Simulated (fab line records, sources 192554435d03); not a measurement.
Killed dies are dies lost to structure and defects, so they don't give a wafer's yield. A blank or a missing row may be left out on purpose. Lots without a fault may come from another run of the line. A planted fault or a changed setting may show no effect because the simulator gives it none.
Chamber matching | flow n5_finfet | N5_BEOL_M3_STRIP_36 on rie_diel-06: 4 sister chambers
The step strips in N2/H2. 8 wafers are shown with their chamber, then 10 later ones without.

WAFERS WITH THEIR CHAMBER
wafer  | chamber | drypump_motor_current_A (A) | throttle_valve_pct (%)
L084.2 | 1       | 5.0                         | 23.09
L083.2 | 3       | 5.5                         | 23.59
L083.5 | 1       | 5.0                         | 23.06
L092.2 | 0       | 5.9                         | 24.08
L092.3 | 2       | 5.9                         | 23.47
L092.6 | 0       | 5.9                         | 24.07
L094.1 | 3       | 5.6                         | 23.59
L094.4 | 2       | 5.8                         | 23.48

WAFERS WITHOUT THEIR CHAMBER
wafer  | drypump_motor_current_A (A) | throttle_valve_pct (%)
L094.6 | 5.6                         | 23.60
L095.2 | 5.9                         | 23.48
L095.4 | 5.6                         | 23.58
L095.5 | 5.6                         | 23.58
L096.1 | 5.9                         | 24.06
L096.4 | 5.6                         | 23.60
L096.5 | 5.9                         | 24.07
L097.3 | 5.0                         | 23.08
L097.4 | 5.9                         | 23.50
L097.5 | 5.6                         | 23.59

WHICH CHAMBER EACH WENT THROUGH
wafer  | from the rows above | in truth
L094.6 | 3                   | 3
L095.2 | 2                   | 2
L095.4 | 3                   | 3
L095.5 | 3                   | 3
L096.1 | 0                   | 0
L096.4 | 3                   | 3
L096.5 | 0                   | 0
L097.3 | 1                   | 1
L097.4 | 2                   | 2
L097.5 | 3                   | 3
Placed correctly: 10 of 10. Can't be placed from these rows: 0. Placed wrongly: 0.
How it was worked out, from the rows above alone: a wafer's distance from a chamber is the root of the sum, over the readings, of the square of ((its reading less the chamber's mean) divided by the reading's scatter). The wafer belongs to the nearest chamber; if the next one is less than 2 further off, it can't be placed. A chamber's mean is the mean of its shown wafers. The scatter: the root of (the sum of the squares of (reading less its chamber's mean) over the shown wafers, divided by (wafers less chambers)).
